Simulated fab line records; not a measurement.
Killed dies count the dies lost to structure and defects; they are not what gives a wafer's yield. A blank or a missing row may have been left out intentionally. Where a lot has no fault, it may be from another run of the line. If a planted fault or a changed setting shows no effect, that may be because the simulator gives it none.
Chamber matching    flow nand_harc    rie_diel-10 running NHARC_P_GATE_ETCH_104: 4 sister chambers
The step etches the open film in CF4/CHF3, target depth 60 nm. 22 wafers are shown with their chamber, then 11 later ones without.

WAFERS, EACH WITH ITS CHAMBER
wafer   chamber  drypump_motor_current_A (A)  rf_vpp_V (V)  rf_fwd_power_W (W)
L078.4  3        5.4                          372.2         491.7
L078.5  0        6.0                          366.5         492.8
L078.6  1        5.6                          367.7         490.1
L079.1  2        6.1                          371.6         493.9
L079.4  0        5.9                          367.3         493.6
L079.5  0        5.9                          367.8         494.0
L080.3  1        5.6                          368.0         493.5
L080.4  3        5.4                          373.7         490.6
L080.6  2        6.1                          373.2         493.8
L081.2  3        5.4                          371.8         491.9
L081.3  1        5.6                          368.4         492.6
L081.6  2        6.1                          371.9         496.6
L082.1  1        5.6                          367.9         487.6
L082.3  2        6.1                          372.0         494.0
L082.5  0        5.9                          368.6         490.8
L084.2  0        6.0                          367.1         492.8
L084.3  3        5.4                          372.6         490.9
L084.4  2        6.1                          373.0         492.7
L085.1  1        5.6                          370.5         490.2
L085.2  3        5.4                          371.7         489.6
L085.4  0        6.0                          368.5         493.8
L086.1  3        5.4                          371.7         487.8

SIGNATURES (means of the wafers above)
reading                  chamber 0  chamber 1  chamber 2  chamber 3  scatter within a chamber
drypump_motor_current_A  5.950      5.600      6.100      5.400      0.0289
rf_vpp_V                 367.633    368.500    372.340    372.283    0.873
rf_fwd_power_W           492.967    490.800    494.200    490.417    1.64
Rule: for a wafer and a chamber, the distance is found by dividing, reading by reading, the gap between the wafer's reading and the chamber's mean by the reading's scatter, squaring, summing and taking the root. The wafer belongs to the nearest chamber; if the next one is less than 2 further off, it can't be placed. How the scatter is found: for the shown wafers, subtract from each reading the mean of its chamber, square and add these, divide the total by (wafers less chambers), then take the root.

WAFERS WITH NO CHAMBER GIVEN
wafer   drypump_motor_current_A (A)  rf_vpp_V (V)  rf_fwd_power_W (W)
L086.5  5.4                          373.2         486.8
L086.6  6.1                          371.9         494.2
L091.2  5.9                          366.4         495.3
L091.4  6.1                          371.7         492.2
L091.5  5.6                          368.2         488.0
L093.1  6.0                          367.4         494.3
L093.4  6.1                          372.6         495.8
L093.6  6.1                          372.5         491.9
L094.3  6.1                          372.5         492.2
L094.4  6.0                          367.1         494.2
L094.5  5.6                          368.8         493.1

WHICH CHAMBER EACH WENT THROUGH
wafer   from the rows above  in truth
L086.5  3                    3
L086.6  2                    2
L091.2  0                    0
L091.4  2                    2
L091.5  1                    1
L093.1  0                    0
L093.4  2                    2
L093.6  2                    2
L094.3  2                    2
L094.4  0                    0
L094.5  1                    1
Correct placement for 11 of the 11. Number that these rows cannot place: 0. Number placed wrongly: 0.
